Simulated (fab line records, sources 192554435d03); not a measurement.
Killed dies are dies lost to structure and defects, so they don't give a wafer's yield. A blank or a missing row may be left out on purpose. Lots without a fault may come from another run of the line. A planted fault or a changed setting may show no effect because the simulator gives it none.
One fault seen from 2 desks | flow n5_finfet | each desk has only its own numbers; what lay behind them comes last

THE TOOL OWNER'S DESK: rie_si-03
The tool's own readings at N5_FIN_SAQP_MANDREL_ETCH_22 (etches a-Si in HBr/Cl2, stops on SiNx, target depth 60 nm, bt time 10 s, time 30 s): means of the sampled wafers that have a number, for each lot that ran on this tool. A lot is out of limits, marked OUT, if its mean lies more than 4 standard deviations from the usual mean; the brackets give that distance.
Columns: A = drypump_motor_current_A at N5_FIN_SAQP_MANDREL_ETCH_22, usual 5.7 A; B = oes_product_au at N5_FIN_SAQP_MANDREL_ETCH_22, usual 0.773 a.u.; C = throttle_valve_pct at N5_FIN_SAQP_MANDREL_ETCH_22, usual 35.5 %
lot  | first seen here | A   | B     | C
L248 | day 2 05:43     | 5.0 | 0.776 | 35.1
L253 | day 3 10:56     | 5.1 | 0.778 | 35.1
L254 | day 3 16:28     | 5.3 | 0.771 | 35.5
L255 | day 3 23:13     | 5.3 | 0.774 | 35.4
L256 | day 4 04:49     | 5.3 | 0.767 | 35.5
L260 | day 5 05:49     | 5.1 | 0.780 | 35.1
L261 | day 5 10:43     | 5.5 | 0.772 | 35.3
L263 | day 5 22:13     | 5.6 | 0.769 | 35.9
This desk's finding: nothing out of limits on any of the 8 lots.

THE METROLOGY DESK
What the gauges read, lot by lot, whatever tool the lot ran on: means of the sampled wafers that have a number. A lot is out of limits, marked OUT, if its mean lies more than 4 standard deviations from the usual mean; the brackets give that distance. Of its 10 readings 7 are shown: those that lie furthest out on some lot.
Columns: A = DIBL_P at N5_BEOL_M4_RC_MEAS_101, usual 36.4 mV/V; B = IOFF_N at N5_BEOL_M4_RC_MEAS_101, usual 0.17 nA/um; C = IOFF_P at N5_BEOL_M4_RC_MEAS_101, usual 0.21 nA/um; D = ION_P at N5_BEOL_M4_RC_MEAS_101, usual 462 uA/um; E = SS_P at N5_BEOL_M4_RC_MEAS_101, usual 73.4 mV/dec; F = VT_N at N5_BEOL_M4_RC_MEAS_101, usual 249 mV; G = VT_P at N5_BEOL_M4_RC_MEAS_101, usual -251 mV
lot  | first seen here | A    | B    | C    | D   | E    | F   | G
L248 | day 8 17:21     | 37.8 | 0.18 | 0.23 | 460 | 74.1 | 247 | -250
L253 | day 9 21:43     | 36.2 | 0.17 | 0.20 | 457 | 73.5 | 250 | -252
L255 | day 10 21:35    | 33.6 | 0.13 | 0.16 | 456 | 72.6 | 254 | -256
L254 | day 10 22:04    | 34.2 | 0.15 | 0.19 | 466 | 72.9 | 249 | -250
L256 | day 11 09:53    | 37.5 | 0.17 | 0.20 | 465 | 73.6 | 249 | -253
L261 | day 12 18:41    | 37.3 | 0.20 | 0.23 | 462 | 74.4 | 248 | -249
L260 | day 13 01:29    | 37.5 | 0.17 | 0.20 | 450 | 73.3 | 251 | -255
L263 | day 13 10:46    | 35.4 | 0.16 | 0.20 | 461 | 73.6 | 250 | -251
L270 | day 15 11:43    | 33.5 | 0.14 | 0.19 | 463 | 73.0 | 251 | -252
This desk's finding: nothing out of limits on any of the 9 lots.

PUT TOGETHER
The tool owner's desk saw nothing out of limits.
The metrology desk saw nothing out of limits.

WHAT THE SIMULATOR HAD PUT IN
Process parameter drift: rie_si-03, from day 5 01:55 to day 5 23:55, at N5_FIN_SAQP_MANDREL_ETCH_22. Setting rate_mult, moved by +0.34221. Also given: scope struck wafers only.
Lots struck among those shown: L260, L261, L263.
